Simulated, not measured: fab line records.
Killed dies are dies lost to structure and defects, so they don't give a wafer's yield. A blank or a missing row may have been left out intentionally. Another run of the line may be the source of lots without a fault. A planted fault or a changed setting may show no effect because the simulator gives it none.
Chamber matching + flow nand_harc + NHARC_A_CONTACT_ETCH_48 on rie_diel-07 has 4 sister chambers
The step etches the open film in CF4, target depth 39 nm, time 65 s. 4 wafers are shown with their chamber, then 12 later ones without.

WAFERS, EACH WITH ITS CHAMBER
| wafer  | chamber | drypump_motor_current_A (A) |
|--------|---------|-----------------------------|
| L079.1 | 1       | 5.7                         |
| L086.5 | 3       | 6.0                         |
| L085.4 | 0       | 4.7                         |
| L085.5 | 2       | 5.5                         |

WAFERS WITH NO CHAMBER GIVEN
| wafer  | drypump_motor_current_A (A) |
|--------|-----------------------------|
| L093.1 | 6.0                         |
| L093.2 | 5.7                         |
| L093.5 | 4.7                         |
| L094.1 | 5.5                         |
| L094.3 | 5.8                         |
| L094.5 | 5.9                         |
| L096.1 | 5.5                         |
| L096.3 | 4.8                         |
| L096.4 | 5.7                         |
| L097.2 | 5.5                         |
| L097.5 | 6.0                         |
| L097.6 | 5.5                         |

CHAMBER TAKEN BY EACH
| wafer  | from the rows above | in truth |
|--------|---------------------|----------|
| L093.1 | 3                   | 3        |
| L093.2 | 1                   | 1        |
| L093.5 | 0                   | 0        |
| L094.1 | 2                   | 2        |
| L094.3 | 1                   | 1        |
| L094.5 | 3                   | 3        |
| L096.1 | 2                   | 2        |
| L096.3 | 0                   | 0        |
| L096.4 | 1                   | 1        |
| L097.2 | 2                   | 2        |
| L097.5 | 3                   | 3        |
| L097.6 | 2                   | 2        |
Placed correctly: 12 of 12. Can't be placed from these rows: 0. 0 placed wrongly.
How it was worked out, from the rows above alone: a wafer's distance from a chamber is the root of the sum, over the readings, of the square of ((its reading less the chamber's mean) divided by the reading's scatter). If the next closest chamber is less than 2 further off than the closest, the wafer can't be placed; otherwise it belongs to the closest. Each chamber's mean is taken over the wafers shown for it. The scatter: root of mean squared gap, hidden wafer to nearest shown wafer, with one shown wafer a chamber.
